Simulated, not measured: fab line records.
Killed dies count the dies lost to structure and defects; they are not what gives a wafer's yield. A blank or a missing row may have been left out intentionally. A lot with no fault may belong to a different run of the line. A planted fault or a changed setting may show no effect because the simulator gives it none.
Matching of chambers    flow nand_harc    3 sister chambers for NHARC_A_STAIRCASE_DEP_259 on pecvd-04
The step deposits SiON, target thk 30 nm. 14 wafers are shown with their chamber, then 7 later ones without.

== WAFERS PAIRED WITH THEIR CHAMBERS ==
wafer   chamber  heater_power_w (W)
L081.1  1        627
L081.3  2        652
L081.6  2        658
L084.3  0        808
L084.5  2        647
L084.6  1        623
L091.2  0        859
L091.3  2        659
L091.6  2        643
L093.2  2        642
L093.3  0        870
L093.5  0        873
L094.1  0        777
L094.3  2        660

SIGNATURES (means of the wafers above)
reading         chamber 0  chamber 1  chamber 2  scatter within a chamber
heater_power_w  837.40     625.00     651.57     26.4
Rule: a wafer lies at a distance from a chamber equal to the root of the sum of squares, over the readings, of (its reading less the chamber's mean, divided by the reading's scatter). If the next closest chamber is less than 2 further off than the closest, the wafer can't be placed; otherwise it belongs to the closest. The scatter is the square root of a quotient: the sum, over the shown wafers, of each reading's squared deviation from its chamber's mean, divided by wafers minus chambers.

== WAFERS WITH NO CHAMBER GIVEN ==
wafer   heater_power_w (W)
L094.6  604
L095.1  622
L095.4  840
L095.5  654
L097.2  616
L097.4  628
L097.5  852

== CHAMBER TAKEN BY EACH ==
wafer   from the rows above      in truth
L094.6  can't be placed: 1 or 2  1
L095.1  can't be placed: 1 or 2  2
L095.4  0                        0
L095.5  can't be placed: 2 or 1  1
L097.2  can't be placed: 1 or 2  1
L097.4  can't be placed: 1 or 2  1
L097.5  0                        0
2 of 7 placed correctly. Not placeable from these rows: 5 (in 5, the candidates include the true chamber). Wrongly placed: 0.
